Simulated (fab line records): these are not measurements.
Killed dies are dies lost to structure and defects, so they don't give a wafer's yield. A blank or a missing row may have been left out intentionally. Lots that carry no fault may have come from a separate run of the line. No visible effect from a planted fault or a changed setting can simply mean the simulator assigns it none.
Split-lot trial / flow n5 finfet / route with 1938 steps; 7 lots, 21 wafers read

SPLIT DETAILS
At N5_MIM_TOP_LITHO_EXPOSE_05 (exposes mask MIM TOP, target cd 2000 nm), the setting dose mj was moved away from the recipe's 20.5 on 5 of the 21 wafers read, by -5.7% to +3.8%. The other wafers ran this setting at the recipe's value.

FROM THE SPLIT TO THE READING: what the file shows between them, 3 steps
- N5_MIM_TOP_LITHO_PEB_06
- N5_MIM_TOP_LITHO_DEVELOP_07: develop time 60 s
- N5_MIM_TOP_LITHO_HARDBAKE_09: time 120 s

THE READING
At N5_MIM_TOP_LITHO_CD_MEAS_08: cd nm in nanometres, against a target cd of 2000 nm. A value of 1999.9 nm with a standard deviation of 1.9 nm is what fault-free wafers of this fab line usually give.

wafer=L075.2; tool, chamber at the split=krf scanner-01, 0; dose mj as run=20.5; against the recipe=recipe; cd nm, nm=1996.1; against lot-mates on the recipe=-
wafer=L075.5; tool, chamber at the split=krf scanner-01, 0; dose mj as run=20.5; against the recipe=recipe; cd nm, nm=1997.0; against lot-mates on the recipe=-
wafer=L075.6; tool, chamber at the split=krf scanner-01, 0; dose mj as run=20.5; against the recipe=recipe; cd nm, nm=1998.4; against lot-mates on the recipe=-
wafer=L080.1; tool, chamber at the split=krf scanner-02, 0; dose mj as run=20.5; against the recipe=recipe; cd nm, nm=1999.8; against lot-mates on the recipe=-
wafer=L080.2; tool, chamber at the split=krf scanner-02, 0; dose mj as run=20.5; against the recipe=recipe; cd nm, nm=1999.3; against lot-mates on the recipe=-
wafer=L080.3; tool, chamber at the split=krf scanner-02, 0; dose mj as run=20.5; against the recipe=recipe; cd nm, nm=2003.7; against lot-mates on the recipe=-
wafer=L083.1; tool, chamber at the split=krf scanner-02, 0; dose mj as run=21.27; against the recipe=+3.8%; cd nm, nm=1994.1; against lot-mates on the recipe=-4.2
wafer=L083.4; tool, chamber at the split=krf scanner-02, 0; dose mj as run=20.5; against the recipe=recipe; cd nm, nm=1997.2; against lot-mates on the recipe=-
wafer=L083.6; tool, chamber at the split=krf scanner-02, 0; dose mj as run=20.5; against the recipe=recipe; cd nm, nm=1999.4; against lot-mates on the recipe=-
wafer=L088.1; tool, chamber at the split=krf scanner-01, 0; dose mj as run=20.5; against the recipe=recipe; cd nm, nm=1999.8; against lot-mates on the recipe=-
wafer=L088.4; tool, chamber at the split=krf scanner-01, 0; dose mj as run=20.5; against the recipe=recipe; cd nm, nm=2002.8; against lot-mates on the recipe=-
wafer=L088.5; tool, chamber at the split=krf scanner-01, 0; dose mj as run=20.5; against the recipe=recipe; cd nm, nm=2002.5; against lot-mates on the recipe=-
wafer=L086.2; tool, chamber at the split=krf scanner-01, 0; dose mj as run=20.5; against the recipe=recipe; cd nm, nm=1998.0; against lot-mates on the recipe=-
wafer=L086.3; tool, chamber at the split=krf scanner-01, 0; dose mj as run=19.67; against the recipe=-4.0%; cd nm, nm=2005.8; against lot-mates on the recipe=+7.8
wafer=L086.4; tool, chamber at the split=krf scanner-01, 0; dose mj as run=19.67; against the recipe=-4.0%; cd nm, nm=2004.6; against lot-mates on the recipe=+6.6
wafer=L087.2; tool, chamber at the split=krf scanner-02, 0; dose mj as run=20.5; against the recipe=recipe; cd nm, nm=2004.0; against lot-mates on the recipe=-
wafer=L087.3; tool, chamber at the split=krf scanner-02, 0; dose mj as run=20.5; against the recipe=recipe; cd nm, nm=2001.7; against lot-mates on the recipe=-
wafer=L087.4; tool, chamber at the split=krf scanner-02, 0; dose mj as run=20.5; against the recipe=recipe; cd nm, nm=2001.6; against lot-mates on the recipe=-
wafer=L096.2; tool, chamber at the split=krf scanner-02, 0; dose mj as run=19.33; against the recipe=-5.7%; cd nm, nm=2013.3; against lot-mates on the recipe=+15.5
wafer=L096.4; tool, chamber at the split=krf scanner-02, 0; dose mj as run=19.33; against the recipe=-5.7%; cd nm, nm=2008.7; against lot-mates on the recipe=+10.9
wafer=L096.6; tool, chamber at the split=krf scanner-02, 0; dose mj as run=20.5; against the recipe=recipe; cd nm, nm=1997.8; against lot-mates on the recipe=-

THE FIT
A straight line over all 21 wafers: cd nm changes by -1.7 nm for each +1% of dose mj; r = -0.85; the points scatter about the line by 2.5 nm.
The same after taking each lot's own level away (the mean of its wafers on the recipe; 21 wafers): -1.97 nm for each +1%; r = -0.94; scatter 1.7 nm.
That fit puts the effect of the largest move of dose mj on the reading at 11 nm.
The span of the lots' own levels, 1997.17 to 2002.43 nm, comes to 2.8 times the standard deviation stated above.
Thus the slope moves with the lot-to-lot level: the two fits are different.
Check: +9.85 nm against its lot-mates is what the line predicts for one of the wafers moved furthest among these (-5.7%) when that wafer is left out of the fit. It came out at +15.5 nm against them.

OTHER SPLITS ON THESE WAFERS
Before the reading, these wafers also passed through other splits. Each is held against what the fit with the lots' levels taken away leaves over:
other split on the same wafers=N5_BEOL_M12_STRIP_37 h2 flow sccm; wafers away from the commonest value=6; r with cd nm (lot level and that fit taken away)=-0.02
other split on the same wafers=N5_BEOL_M13_TRENCH_ETCH_34 time s; wafers away from the commonest value=5; r with cd nm (lot level and that fit taken away)=+0.20
other split on the same wafers=N5_BEOL_M14_DEP_53 time s; wafers away from the commonest value=4; r with cd nm (lot level and that fit taken away)=+0.12
other split on the same wafers=N5_BEOL_M15_ILD_DEP_00 temp c; wafers away from the commonest value=11; r with cd nm (lot level and that fit taken away)=-0.11

THE FILE'S OWN FIT
cd nm changes by -1.91 nm for each +1% of dose mj, r = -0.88.
